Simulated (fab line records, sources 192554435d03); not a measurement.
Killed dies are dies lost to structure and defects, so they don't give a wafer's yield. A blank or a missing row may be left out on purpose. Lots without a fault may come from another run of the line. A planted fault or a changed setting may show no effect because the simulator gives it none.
Chamber matching | flow n5_finfet | N5_BEOL_M14_ETCH_59 on rie_diel-05: 4 sister chambers
The step etches BARC in N2/H2, target depth 89 nm, overetch 26.7 nm, time 67.9 s. 8 wafers are shown with their chamber, then 7 later ones without.

WAFERS WITH THEIR CHAMBER
wafer  | chamber | showerhead_plenum_p_Torr (Torr) | drypump_motor_current_A (A)
L078.6 | 0       | 2.56                            | 5.4
L080.5 | 2       | 2.62                            | 5.6
L085.4 | 0       | 2.55                            | 5.4
L086.2 | 3       | 2.46                            | 5.6
L086.4 | 1       | 2.45                            | 6.2
L086.5 | 3       | 2.46                            | 5.5
L088.2 | 1       | 2.45                            | 6.2
L088.3 | 2       | 2.61                            | 5.6

WAFERS WITHOUT THEIR CHAMBER
wafer  | showerhead_plenum_p_Torr (Torr) | drypump_motor_current_A (A)
L088.6 | 2.55                            | 5.4
L092.1 | 2.61                            | 5.7
L092.2 | 2.45                            | 5.5
L092.4 | 2.55                            | 5.4
L095.2 | 2.61                            | 5.7
L095.5 | 2.61                            | 5.6
L095.6 | 2.45                            | 5.5

WHICH CHAMBER EACH WENT THROUGH
wafer  | from the rows above | in truth
L088.6 | 0                   | 0
L092.1 | 2                   | 2
L092.2 | 3                   | 3
L092.4 | 0                   | 0
L095.2 | 2                   | 2
L095.5 | 2                   | 2
L095.6 | 3                   | 3
Placed correctly: 7 of 7. Can't be placed from these rows: 0. Placed wrongly: 0.
How it was worked out, from the rows above alone: a wafer's distance from a chamber is the root of the sum, over the readings, of the square of ((its reading less the chamber's mean) divided by the reading's scatter). The wafer belongs to the nearest chamber; if the next one is less than 2 further off, it can't be placed. A chamber's mean is the mean of its shown wafers. The scatter: the root of (the sum of the squares of (reading less its chamber's mean) over the shown wafers, divided by (wafers less chambers)).
